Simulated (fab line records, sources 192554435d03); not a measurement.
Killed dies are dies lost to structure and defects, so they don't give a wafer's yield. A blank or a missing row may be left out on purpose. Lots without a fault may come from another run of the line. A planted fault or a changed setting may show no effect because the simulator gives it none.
Chamber matching | flow n5_finfet | N5_BEOL_M5_ETCH_68 on rie_diel-02: 4 sister chambers
The step etches SOC in N2/H2, target depth 80 nm, overetch 16 nm, time 120 s. 4 wafers are shown with their chamber, then 11 later ones without.

WAFERS WITH THEIR CHAMBER
wafer  | chamber | showerhead_plenum_p_Torr (Torr)
L085.3 | 2       | 2.51
L087.1 | 1       | 2.63
L087.6 | 3       | 2.69
L091.3 | 0       | 2.48

WAFERS WITHOUT THEIR CHAMBER
wafer  | showerhead_plenum_p_Torr (Torr)
L091.4 | 2.63
L091.6 | 2.51
L093.1 | 2.69
L093.2 | 2.48
L093.4 | 2.62
L094.1 | 2.50
L094.2 | 2.47
L094.3 | 2.62
L097.1 | 2.68
L097.5 | 2.47
L097.6 | 2.68

WHICH CHAMBER EACH WENT THROUGH
wafer  | from the rows above     | in truth
L091.4 | 1                       | 1
L091.6 | 2                       | 2
L093.1 | 3                       | 3
L093.2 | 0                       | 0
L093.4 | 1                       | 1
L094.1 | can't be placed: 2 or 0 | 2
L094.2 | 0                       | 0
L094.3 | 1                       | 1
L097.1 | 3                       | 3
L097.5 | 0                       | 0
L097.6 | 3                       | 3
Placed correctly: 10 of 11. Can't be placed from these rows: 1 (the true chamber is among the candidates in 1). Placed wrongly: 0.
How it was worked out, from the rows above alone: a wafer's distance from a chamber is the root of the sum, over the readings, of the square of ((its reading less the chamber's mean) divided by the reading's scatter). The wafer belongs to the nearest chamber; if the next one is less than 2 further off, it can't be placed. A chamber's mean is the mean of its shown wafers. The scatter: with one shown wafer a chamber, the root of the mean of the squares of how far each hidden wafer lies from its nearest shown one.
